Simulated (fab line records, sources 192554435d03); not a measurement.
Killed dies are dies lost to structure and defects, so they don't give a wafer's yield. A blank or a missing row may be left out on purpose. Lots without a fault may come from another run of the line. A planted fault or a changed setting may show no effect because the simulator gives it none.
Chamber matching | flow n5_finfet | N5_BEOL_M11_CURE_71 on uv_cure-02: 3 sister chambers
The step cures SiCOH lowk, time 240 s. 3 wafers are shown with their chamber, then 8 later ones without.

WAFERS WITH THEIR CHAMBER
wafer  | chamber | wafer_temp_C_max
L586.5 | 1       | 386.5
L593.5 | 0       | 386.5
L594.2 | 2       | 388.1

WAFERS WITHOUT THEIR CHAMBER
wafer  | wafer_temp_C_max
L594.4 | 388.1
L594.6 | 387.8
L595.1 | 386.5
L595.4 | 386.1
L595.5 | 386.6
L596.2 | 386.4
L596.4 | 385.8
L596.6 | 386.0

WHICH CHAMBER EACH WENT THROUGH
wafer  | from the rows above     | in truth
L594.4 | 2                       | 2
L594.6 | 2                       | 2
L595.1 | can't be placed: 0 or 1 | 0
L595.4 | can't be placed: 0 or 1 | 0
L595.5 | can't be placed: 0 or 1 | 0
L596.2 | can't be placed: 0 or 1 | 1
L596.4 | can't be placed: 0 or 1 | 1
L596.6 | can't be placed: 0 or 1 | 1
Placed correctly: 2 of 8. Can't be placed from these rows: 6 (the true chamber is among the candidates in 6). Placed wrongly: 0.
How it was worked out, from the rows above alone: a wafer's distance from a chamber is the root of the sum, over the readings, of the square of ((its reading less the chamber's mean) divided by the reading's scatter). The wafer belongs to the nearest chamber; if the next one is less than 2 further off, it can't be placed. A chamber's mean is the mean of its shown wafers. The scatter: with one shown wafer a chamber, the root of the mean of the squares of how far each hidden wafer lies from its nearest shown one.
